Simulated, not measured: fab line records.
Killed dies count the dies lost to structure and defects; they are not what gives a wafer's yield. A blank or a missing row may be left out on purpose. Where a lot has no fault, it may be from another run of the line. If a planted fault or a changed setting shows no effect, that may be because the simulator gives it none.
Matching of chambers    flow n5 finfet    N5_BEOL_M1_ETCHBACK_99 on rie diel-03 has 4 sister chambers
The step etches SiO2 in CHF3, target depth 5 nm, time 10.4 s. 4 wafers are shown with their chamber, then 12 later ones without.

WAFERS WITH THEIR CHAMBER
wafer   chamber  drypump motor current A (A)
L086.5  3        5.91
L088.1  2        5.65
L089.4  1        5.38
L089.5  0        5.71

WAFERS WHOSE CHAMBER IS MISSING
wafer   drypump motor current A (A)
L092.1  5.64
L092.4  5.94
L092.6  5.34
L095.1  5.62
L095.3  5.71
L095.5  5.35
L096.1  5.88
L096.2  5.61
L096.5  5.91
L097.1  5.89
L097.2  5.74
L097.4  5.34

THE CHAMBER EACH PASSED THROUGH
wafer   from the rows above  in truth
L092.1  2                    2
L092.4  3                    3
L092.6  1                    1
L095.1  2                    2
L095.3  0                    0
L095.5  1                    1
L096.1  3                    3
L096.2  2                    2
L096.5  3                    3
L097.1  3                    3
L097.2  0                    0
L097.4  1                    1
Correct placement for 12 of the 12. From these rows, 0 cannot be placed. 0 placed wrongly.
How it was worked out, from the rows above alone: a wafer's distance from a chamber is the root of the sum, over the readings, of the square of ((its reading less the chamber's mean) divided by the reading's scatter). The wafer belongs to the nearest chamber; if the next one is less than 2 further off, it can't be placed. Each chamber's mean is taken over the wafers shown for it. The scatter: root of mean squared gap, hidden wafer to nearest shown wafer, with one shown wafer a chamber.
